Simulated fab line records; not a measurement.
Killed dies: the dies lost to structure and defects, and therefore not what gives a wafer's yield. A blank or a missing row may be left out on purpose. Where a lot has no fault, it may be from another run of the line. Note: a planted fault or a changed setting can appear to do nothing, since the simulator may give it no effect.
Split-lot study || flow n5-finfet || on a route of 1938 steps: 7 lots, 21 wafers read

== THE SPLIT ITSELF ==
At N5_SD_EPI_N_PEB_07 (peb time 60 s), the setting peb-time-s was moved away from the recipe's 60 s on 6 of the 21 wafers read, by -22.2% to +21.6%. All remaining wafers had this setting at the recipe value.

== FROM SPLIT TO READING: 1 step shown by the file between the two ==
- N5_SD_EPI_N_DEVELOP_08: develop time 30 s

== THE READING ==
cd-nm (nm) at N5_SD_EPI_N_CD_MEAS_09, where the cd target is 120 nm. Fault-free wafers of this fab line usually give 119.7 nm, standard deviation 0.72 nm.

{"wafer": "L075.1", "tool, chamber at the split": "litho-track-05, 0", "peb-time-s as run, s": 60, "against the recipe": "recipe", "cd-nm, nm": 118.5, "against lot-mates on the recipe": "-"}
{"wafer": "L075.2", "tool, chamber at the split": "litho-track-05, 0", "peb-time-s as run, s": 46.71, "against the recipe": "-22.2%", "cd-nm, nm": 109.8, "against lot-mates on the recipe": -8.8}
{"wafer": "L075.3", "tool, chamber at the split": "litho-track-05, 0", "peb-time-s as run, s": 60, "against the recipe": "recipe", "cd-nm, nm": 118.6, "against lot-mates on the recipe": "-"}
{"wafer": "L081.1", "tool, chamber at the split": "litho-track-01, 0", "peb-time-s as run, s": 60, "against the recipe": "recipe", "cd-nm, nm": 119.9, "against lot-mates on the recipe": "-"}
{"wafer": "L081.2", "tool, chamber at the split": "litho-track-01, 0", "peb-time-s as run, s": 60, "against the recipe": "recipe", "cd-nm, nm": 120.0, "against lot-mates on the recipe": "-"}
{"wafer": "L081.5", "tool, chamber at the split": "litho-track-01, 0", "peb-time-s as run, s": 64.37, "against the recipe": "+7.3%", "cd-nm, nm": 123.1, "against lot-mates on the recipe": "+3.1"}
{"wafer": "L082.1", "tool, chamber at the split": "litho-track-05, 0", "peb-time-s as run, s": 60, "against the recipe": "recipe", "cd-nm, nm": 119.6, "against lot-mates on the recipe": "-"}
{"wafer": "L082.2", "tool, chamber at the split": "litho-track-05, 0", "peb-time-s as run, s": 72.97, "against the recipe": "+21.6%", "cd-nm, nm": 125.1, "against lot-mates on the recipe": "+5.5"}
{"wafer": "L082.5", "tool, chamber at the split": "litho-track-05, 0", "peb-time-s as run, s": 72.97, "against the recipe": "+21.6%", "cd-nm, nm": 126.4, "against lot-mates on the recipe": "+6.8"}
{"wafer": "L084.3", "tool, chamber at the split": "litho-track-01, 0", "peb-time-s as run, s": 60, "against the recipe": "recipe", "cd-nm, nm": 121.3, "against lot-mates on the recipe": "-"}
{"wafer": "L084.5", "tool, chamber at the split": "litho-track-01, 0", "peb-time-s as run, s": 60, "against the recipe": "recipe", "cd-nm, nm": 120.1, "against lot-mates on the recipe": "-"}
{"wafer": "L084.6", "tool, chamber at the split": "litho-track-01, 0", "peb-time-s as run, s": 60, "against the recipe": "recipe", "cd-nm, nm": 119.8, "against lot-mates on the recipe": "-"}
{"wafer": "L094.3", "tool, chamber at the split": "litho-track-05, 0", "peb-time-s as run, s": 55.08, "against the recipe": "-8.2%", "cd-nm, nm": 116.2, "against lot-mates on the recipe": -3.6}
{"wafer": "L094.4", "tool, chamber at the split": "litho-track-05, 0", "peb-time-s as run, s": 60, "against the recipe": "recipe", "cd-nm, nm": 119.8, "against lot-mates on the recipe": "-"}
{"wafer": "L094.5", "tool, chamber at the split": "litho-track-05, 0", "peb-time-s as run, s": 55.08, "against the recipe": "-8.2%", "cd-nm, nm": 115.7, "against lot-mates on the recipe": -4.1}
{"wafer": "L096.2", "tool, chamber at the split": "litho-track-01, 0", "peb-time-s as run, s": 60, "against the recipe": "recipe", "cd-nm, nm": 119.3, "against lot-mates on the recipe": "-"}
{"wafer": "L096.3", "tool, chamber at the split": "litho-track-01, 0", "peb-time-s as run, s": 60, "against the recipe": "recipe", "cd-nm, nm": 119.5, "against lot-mates on the recipe": "-"}
{"wafer": "L096.4", "tool, chamber at the split": "litho-track-01, 0", "peb-time-s as run, s": 60, "against the recipe": "recipe", "cd-nm, nm": 120.1, "against lot-mates on the recipe": "-"}
{"wafer": "L097.3", "tool, chamber at the split": "litho-track-02, 0", "peb-time-s as run, s": 60, "against the recipe": "recipe", "cd-nm, nm": 119.9, "against lot-mates on the recipe": "-"}
{"wafer": "L097.5", "tool, chamber at the split": "litho-track-02, 0", "peb-time-s as run, s": 60, "against the recipe": "recipe", "cd-nm, nm": 120.4, "against lot-mates on the recipe": "-"}
{"wafer": "L097.6", "tool, chamber at the split": "litho-track-02, 0", "peb-time-s as run, s": 60, "against the recipe": "recipe", "cd-nm, nm": 120.9, "against lot-mates on the recipe": "-"}

FIT RESULTS
A straight line over all 21 wafers: cd-nm changes by +0.353 nm for each +1% of peb-time-s; r = +0.95; the points scatter about the line by 1 nm.
The same after taking each lot's own level away (the mean of its wafers on the recipe; 21 wafers): +0.34 nm for each +1%; r = +0.98; scatter 0.69 nm.
On that fit, the largest move of peb-time-s shifts the reading by 7.5 nm.
Across the lots, their own levels run from 118.55 to 120.40 nm, a range of 2.6 times the standard deviation given above.
The two slopes agree, so the slope changes little with the lot-to-lot level.
Check: -7.21 nm against its lot-mates is what the line predicts for one of the wafers moved furthest among these (-22.2%) when that wafer is left out of the fit. It came out at -8.75 nm against them.

== FURTHER SPLITS ON THESE WAFERS ==
Note: prior to the reading, these wafers also went through further splits. Each is held against what the fit with the lots' levels taken away leaves over:
{"other split on the same wafers": "N5_WELL_APT_PEB_06 peb-time-s", "wafers away from the commonest value": 4, "r with cd-nm (lot level and that fit taken away)": "+0.12"}
{"other split on the same wafers": "N5_WELL_APT_DESCUM_13 time-s", "wafers away from the commonest value": 6, "r with cd-nm (lot level and that fit taken away)": -0.02}
{"other split on the same wafers": "N5_FIN_SAQP_MANDREL_ETCH_22 icp-w", "wafers away from the commonest value": 5, "r with cd-nm (lot level and that fit taken away)": -0.11}
{"other split on the same wafers": "N5_FIN_CUT_CUT_ETCH_26 source-w", "wafers away from the commonest value": 4, "r with cd-nm (lot level and that fit taken away)": -0.33}

== THE WHOLE CHAIN: every reading that the file lists as answering this split, in the file's order ==
{"step": "N5_SD_EPI_N_CD_MEAS_09", "what it does": "target cd 120 nm", "reading": "cd-nm", "change (the file's fit)": "+0.352 nm for each +1% of the setting", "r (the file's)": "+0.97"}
{"step": "N5_SD_EPI_N_DESCUM_14", "what it does": "chemistry O2, time 7.9 s", "reading": "SD_EPI_N.cd-nm (the simulator's own value, which no gauge read)", "change (the file's fit)": "+0.345 nm for each +1% of the setting", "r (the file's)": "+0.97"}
{"step": "N5_SD_EPI_N_ETCH_35", "what it does": "etches SOC in N2/H2, overetch 108 nm, time 486 s", "reading": "SD_EPI_N.cd-nm (the simulator's own value, which no gauge read)", "change (the file's fit)": "+0.348 nm for each +1% of the setting", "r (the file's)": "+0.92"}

== FILE'S OWN FIT ==
cd-nm changes by +0.352 nm for each +1% of peb-time-s, r = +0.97.
